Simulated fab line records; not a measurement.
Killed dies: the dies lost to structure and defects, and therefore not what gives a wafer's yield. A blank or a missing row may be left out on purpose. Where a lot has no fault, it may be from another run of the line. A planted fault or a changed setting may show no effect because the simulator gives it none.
Lot-split experiment ; flow n5_finfet ; 7 lots, 21 wafers read, on a route of 1938 steps

SPLIT DETAILS
At N5_BEOL_M6_TRENCH_ETCH_37 (etches SiCOH lowk in C4F6/O2, target depth 94.435 nm, time 31.5 s), the setting time_s was moved away from the recipe's 31.5 s on 6 of the 21 wafers read, by -16.8% to +17.9%. This setting was run at the recipe's value on the other wafers.

FROM THE SPLIT TO THE READING: what the file shows between them, 12 steps
- N5_BEOL_M6_ETCH_41: etches SiCN in CH3F/O2, target depth 29.7 nm, time 52 s
- N5_BEOL_M6_STRIP_80: strips in N2/H2, time 10 s
- N5_BEOL_M6_OCD_MEAS_38
- N5_BEOL_M6_ALD_77: deposits TaN, target thk 2 nm, pulse time 2 s, purge time 3 s (also split here: ald_cycles)
- N5_BEOL_M6_SURFACE_TREAT_79
- N5_BEOL_M6_CVD_78: deposits Co from CCTBA/H2, target thk 2 nm, time 142.3 s
- N5_BEOL_M6_ECD_50: material Cu, target thk 300 nm
- N5_BEOL_M6_ANNEAL_51: time 90 s
- N5_BEOL_M6_CMP_52: polishes, stops on SiCOH lowk, t overpolish 6.9 s, target thk 80 nm
- N5_BEOL_M6_THK_MEAS_53: measures by xrf
- N5_BEOL_M6_PRE_CLEAN_55: time 15 s
- N5_BEOL_M6_DEP_56: deposits SiCN from 3MS/NH3, target thk 10 nm, time 17.5 s

THE READING
M6_RS in ohm/sq, measured at N5_BEOL_M6_RS_MEAS_57 by four-point-probe. A value of 0.291 ohm/sq with a standard deviation of 0.012 ohm/sq is what fault-free wafers of this fab line usually give.

wafer;tool, chamber at the split;time_s as run, s;against the recipe;M6_RS, ohm/sq;against lot-mates on the recipe
L074.1;rie_diel-01, 2;31.5;recipe;0.305;-
L074.2;rie_diel-01, 1;37.14;+17.9%;0.220;-0.078
L074.5;rie_diel-01, 2;31.5;recipe;0.292;-
L081.1;rie_diel-05, 3;31.5;recipe;0.279;-
L081.5;rie_diel-05, 1;31.5;recipe;0.272;-
L081.6;rie_diel-05, 0;31.5;recipe;0.263;-
L089.3;rie_diel-01, 2;31.5;recipe;0.298;-
L089.5;rie_diel-01, 2;31.5;recipe;0.309;-
L089.6;rie_diel-01, 3;31.5;recipe;0.299;-
L090.1;rie_diel-02, 0;26.74;-15.1%;0.364;+0.086
L090.2;rie_diel-02, 3;31.5;recipe;0.278;-
L090.4;rie_diel-02, 2;26.74;-15.1%;0.359;+0.081
L091.2;rie_diel-02, 0;33.56;+6.5%;0.258;-0.051
L091.3;rie_diel-02, 3;33.56;+6.5%;0.260;-0.049
L091.4;rie_diel-02, 1;31.5;recipe;0.309;-
L093.1;rie_diel-05, 3;31.5;recipe;0.292;-
L093.3;rie_diel-05, 1;31.5;recipe;0.283;-
L093.4;rie_diel-05, 0;31.5;recipe;0.273;-
L096.2;rie_diel-02, 2;31.5;recipe;0.297;-
L096.3;rie_diel-02, 1;31.5;recipe;0.320;-
L096.5;rie_diel-02, 0;26.21;-16.8%;0.387;+0.079

FIT RESULTS
A straight line over all 21 wafers: M6_RS changes by -0.00473 ohm/sq for each +1% of time_s; r = -0.93; the points scatter about the line by 0.015 ohm/sq.
The same after taking each lot's own level away (the mean of its wafers on the recipe; 21 wafers): -0.00517 ohm/sq for each +1%; r = -0.97; scatter 0.0091 ohm/sq.
According to that fit, moving time_s by its largest amount changes the reading by 0.092 ohm/sq.
From 0.2713 to 0.3090 ohm/sq: that is the span of the lots' own levels, equal to 3.1 times the standard deviation above.
Consequently the slope shifts little with the lot-to-lot level, the two slopes agreeing.
Check: with one of the wafers moved furthest among these (+17.9%) left out of the fit, the line predicts -0.101 ohm/sq for it against its lot-mates. It came out at -0.0785 ohm/sq against them.

FURTHER SPLITS ON THESE WAFERS
Before the reading, these wafers also passed through other splits. Each is held against what the fit with the lots' levels taken away leaves over:
other split on the same wafers;wafers away from the commonest value;r with M6_RS (lot level and that fit taken away)
N5_BEOL_M3_EXPOSE_25 dose_mj;6;-0.11
N5_BEOL_M5_ILD_DEP_00 time_s;5;+0.15
N5_BEOL_M5_COAT_71 spin_rpm;7;-0.37
N5_BEOL_M6_ALD_77 ald_cycles;7;-0.32

THE WHOLE CHAIN: every reading that the file lists as answering this split, in the file's order
step;what it does;reading;change (the file's fit);r (the file's)
N5_BEOL_M6_TRENCH_ETCH_37;etches SiCOH lowk in C4F6/O2, target depth 94.435 nm, time 31.5 s;BEOL_M6.feature_depth_nm (the simulator's own value, which no gauge read);+1.09 nm for each +1% of the setting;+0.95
N5_BEOL_M6_TRENCH_ETCH_37;etches SiCOH lowk in C4F6/O2, target depth 94.435 nm, time 31.5 s;etch.depth_nm (the simulator's own value, which no gauge read);+1.09 nm for each +1% of the setting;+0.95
N5_BEOL_M6_OCD_MEAS_38;;trench_depth_nm;+1.11 nm for each +1% of the setting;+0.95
N5_BEOL_M6_CMP_52;polishes, stops on SiCOH lowk, t overpolish 6.9 s, target thk 80 nm;Cu_of_BEOL_M6_ECD_50.thk_nm (the simulator's own value, which no gauge read);+1.1 nm for each +1% of the setting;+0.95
N5_BEOL_M6_THK_MEAS_53;measures by xrf;M6_THK;+1.11 for each +1% of the setting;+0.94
N5_BEOL_M6_RS_MEAS_57;measures by four-point-probe;M6_RS;-0.00495 for each +1% of the setting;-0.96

THE FILE'S OWN FIT
M6_RS changes by -0.00495 ohm/sq for each +1% of time_s, r = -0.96.
